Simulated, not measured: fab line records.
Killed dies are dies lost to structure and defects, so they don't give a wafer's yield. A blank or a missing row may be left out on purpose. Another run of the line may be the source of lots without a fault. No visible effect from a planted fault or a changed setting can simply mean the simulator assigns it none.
Chamber matching || flow n5_finfet || rie_diel-05 running N5_BEOL_M11_ETCH_65: 4 sister chambers
The step etches SiARC in CF4, target depth 39 nm, time 65 s. 4 wafers are shown with their chamber, then 7 later ones without.

## EACH WAFER AND ITS CHAMBER
{"wafer": "L080.2", "chamber": 0, "throttle_valve_pct (%)": 15.98}
{"wafer": "L080.6", "chamber": 1, "throttle_valve_pct (%)": 15.39}
{"wafer": "L082.2", "chamber": 3, "throttle_valve_pct (%)": 15.44}
{"wafer": "L082.4", "chamber": 2, "throttle_valve_pct (%)": 15.97}

## WAFERS WHOSE CHAMBER IS MISSING
{"wafer": "L082.5", "throttle_valve_pct (%)": 15.45}
{"wafer": "L084.2", "throttle_valve_pct (%)": 15.97}
{"wafer": "L084.3", "throttle_valve_pct (%)": 15.98}
{"wafer": "L084.4", "throttle_valve_pct (%)": 15.46}
{"wafer": "L093.1", "throttle_valve_pct (%)": 15.48}
{"wafer": "L093.3", "throttle_valve_pct (%)": 16.01}
{"wafer": "L093.6", "throttle_valve_pct (%)": 15.43}

## THE CHAMBER EACH PASSED THROUGH
{"wafer": "L082.5", "from the rows above": 3, "in truth": 3}
{"wafer": "L084.2", "from the rows above": "can't be placed: 2 or 0", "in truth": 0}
{"wafer": "L084.3", "from the rows above": "can't be placed: 0 or 2", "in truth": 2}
{"wafer": "L084.4", "from the rows above": 3, "in truth": 3}
{"wafer": "L093.1", "from the rows above": 3, "in truth": 3}
{"wafer": "L093.3", "from the rows above": "can't be placed: 0 or 2", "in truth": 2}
{"wafer": "L093.6", "from the rows above": "can't be placed: 3 or 1", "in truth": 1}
3 of 7 placed correctly. Cannot be placed on the basis of these rows: 4; the candidates contain the true chamber in 4. Wrongly placed: 0.
How it was worked out, from the rows above alone: a wafer's distance from a chamber is the root of the sum, over the readings, of the square of ((its reading less the chamber's mean) divided by the reading's scatter). The wafer belongs to the nearest chamber; if the next one is less than 2 further off, it can't be placed. The mean given for a chamber averages the wafers shown for that chamber. The scatter (one wafer shown for each chamber): square how far every hidden wafer sits from the nearest shown wafer, average those squares and take the square root.
